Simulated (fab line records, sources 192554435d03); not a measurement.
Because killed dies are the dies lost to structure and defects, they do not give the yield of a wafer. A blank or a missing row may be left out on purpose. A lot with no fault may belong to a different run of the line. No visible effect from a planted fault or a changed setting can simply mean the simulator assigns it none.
Comparing a struck lot with a sound one + flow n5Finfet + 16 steps out of a route of 1938
Sound: these wafers, L749.1, L749.3, L749.4. Struck: wafer L763.3 (left out: L763.5, a lot-mate that was not struck); the cause follows at the end.
For every step that has rows: the tool of each side, followed by ch and its chambers, followed by its first start. Under that, the readings that differ: sound wafers + struck wafers + difference of the means + sigmas: that difference in standard deviations of wafers without a fault.
alike: readings whose means differ by less than 2 such deviations, and words and numbers that are the same on both sides. not compared: withheld readings, readings that some wafer has no value for, bounds like >300 that may hide the same value, and numbers for which the record gives no deviation and whose values overlap.
Wherever a step has rows on one side only, a row that says differs or no value, or a row with sigmas, the two part there. Non-overlapping numbers with no deviation appear without sigmas and do not part them. A reading that every wafer of one side lacks parts them only if that side has two wafers or more.

N5_MOL_CONTACT_COAG_INSPECT_42: inspects for defects (brightfield).
  sound on defectInspect-01 at day 7 07:56; struck on defectInspect-02 at day 10 18:25
  alike: rawDefectCount
N5_MOL_CONTACT_COAG_DESCUM_45: chemistry O2, time 7 s.
  sound on rieDiel-04 ch 0,3, day 7 08:07; struck on rieDiel-04 ch 0, day 10 18:27
| reading             | sound          | struck | difference | sigmas |
|---------------------|----------------|--------|------------|--------|
| oesProductAu (a.u.) | 0.69 0.74 0.74 | 0.96   | +0.24      | +2     |
  alike: drypumpMotorCurrentA, rfVppV, showerheadPlenumPTorr, throttleValvePct
  not compared: rfHoursCounterH
then, 2 steps without rows for these wafers: N5_MOL_CONTACT_COAG_ETCH_65 (etches underlayer in N2/H2, target depth 13 nm, time 10.4 s); N5_MOL_CONTACT_COAG_ETCH_66 (etches SiARC in CF4, target depth 13 nm, time 21.7 s).
N5_MOL_CONTACT_COAG_ALD_133: deposits SiO2, target thk 5 nm, pulse time 1 s, co reactant pulse time 1 s.
  sound on aldSin-02 ch 0,1,2, day 7 08:31; struck on aldSin-02 ch 3, day 10 18:46
  alike: heaterPowerW, precursorPulseHeightRel
then, 1 step without rows for these wafers: N5_MOL_CONTACT_COAG_ETCHBACK_134 (etches SiO2 in CHF3, target depth 10 nm, time 6.7 s).
N5_MOL_CONTACT_COAG_ETCH_67: etches SOC in N2/H2, target depth 60 nm, overetch 21 nm, time 101.2 s.
  sound on rieDiel-01 ch 1,2,3, day 7 08:44; struck on rieDiel-01 ch 1, day 10 19:01
| reading   | sound             | struck | difference | sigmas |
|-----------|-------------------|--------|------------|--------|
| biasW (W) | 149.1 149.8 150.4 | 150.7  | +0.9       | +2     |
  alike: drypumpMotorCurrentA, oesProductAu, rfVppV, showerheadPlenumPTorr, throttleValvePct
  not compared: rfHoursCounterH
then, 4 steps without rows for these wafers: N5_MOL_CONTACT_COAG_STRIP_68 (strips in N2/H2); N5_MOL_CONTACT_COAG_STRIP_69 (strips in N2/H2); N5_MOL_CONTACT_COAG_ETCHBACK_136 (etches SiO2 in CHF3, target depth 25 nm, time 16.7 s); N5_MOL_CONTACT_COAG_STRIP_120 (strips in CHF3).
N5_MOL_CONTACT_COAG_VIA_ETCH_117: etches SiO2 in C4F6/O2, target depth 40 nm, overetch 8 nm, time 26 s.
  sound on rieDiel-01 ch 1,2,3, day 7 08:51; struck on rieDiel-01 ch 1, day 10 19:08
  alike: biasW, drypumpMotorCurrentA, oesProductAu, rfVppV, showerheadPlenumPTorr, throttleValvePct
  not compared: rfHoursCounterH
N5_MOL_CONTACT_COAG_ETCH_124: etches SiNx in CH3F/O2, stops on SiOC, target depth 6.5 nm.
  sound on rieDiel-01 ch 1,2,3, day 7 08:53; struck on rieDiel-01 ch 1, day 10 19:10
| reading                                          | sound          | struck | difference | sigmas |
|--------------------------------------------------|----------------|--------|------------|--------|
| model.SOC_of_MOL_CONTACT_COAG_COAT_62.thkNm (nm) | 48.4 48.4 48.6 | 48.8   | +0.3       |        |
  alike: biasW, drypumpMotorCurrentA, oesProductAu, rfVppV, showerheadPlenumPTorr, throttleValvePct
  not compared: rfHoursCounterH
N5_MOL_CONTACT_COAG_ETCH_48: etches SiOC in C4F6/O2, target depth 15 nm, overetch 4.5 nm, time 17 s.
  sound on rieDiel-01 ch 1,2,3, day 7 08:55; struck on rieDiel-01 ch 1, day 10 19:13
| reading                                          | sound        | struck | difference | sigmas |
|--------------------------------------------------|--------------|--------|------------|--------|
| model.SOC_of_MOL_CONTACT_COAG_COAT_62.thkNm (nm) | 45.8 45.8 46 | 46.2   | +0.3       |        |
  alike: biasW, drypumpMotorCurrentA, oesProductAu, rfVppV, showerheadPlenumPTorr, throttleValvePct
  not compared: rfHoursCounterH
N5_MOL_CONTACT_COAG_STRIP_72: strips in N2/H2.
  sound on rieDiel-01 ch 1,2,3, day 7 08:58; struck on rieDiel-01 ch 1, day 10 19:16
  alike: drypumpMotorCurrentA, oesProductAu, rfVppV, showerheadPlenumPTorr, throttleValvePct
  not compared: rfHoursCounterH
-- the record jumps here: 3 days lie between the struck wafers' starts before and after (it left off in module MOL_CONTACT_COAG and takes up again in module BEOL_M4, whose first step shown is number 1111 of the route) --
N5_BEOL_M4_RC_MEAS_101:
  sound on prober-01 ch 0, day 9 22:39; struck on prober-01 ch 0, day 13 09:34
| reading       | sound          | struck | difference | sigmas |
|---------------|----------------|--------|------------|--------|
| SS_P (mV/dec) | 74.6 74.2 73.8 | 72.7   | -1.5       | -3     |
  alike: DIBL_N, DIBL_P, IOFF_N, IOFF_P, ION_N, ION_P, SS_N, VT_N, VT_P

WHERE THEY PART
At N5_MOL_CONTACT_COAG_DESCUM_45 first; at N5_BEOL_M4_RC_MEAS_101 last (within this record only).

WHY: the cause the simulator had injected
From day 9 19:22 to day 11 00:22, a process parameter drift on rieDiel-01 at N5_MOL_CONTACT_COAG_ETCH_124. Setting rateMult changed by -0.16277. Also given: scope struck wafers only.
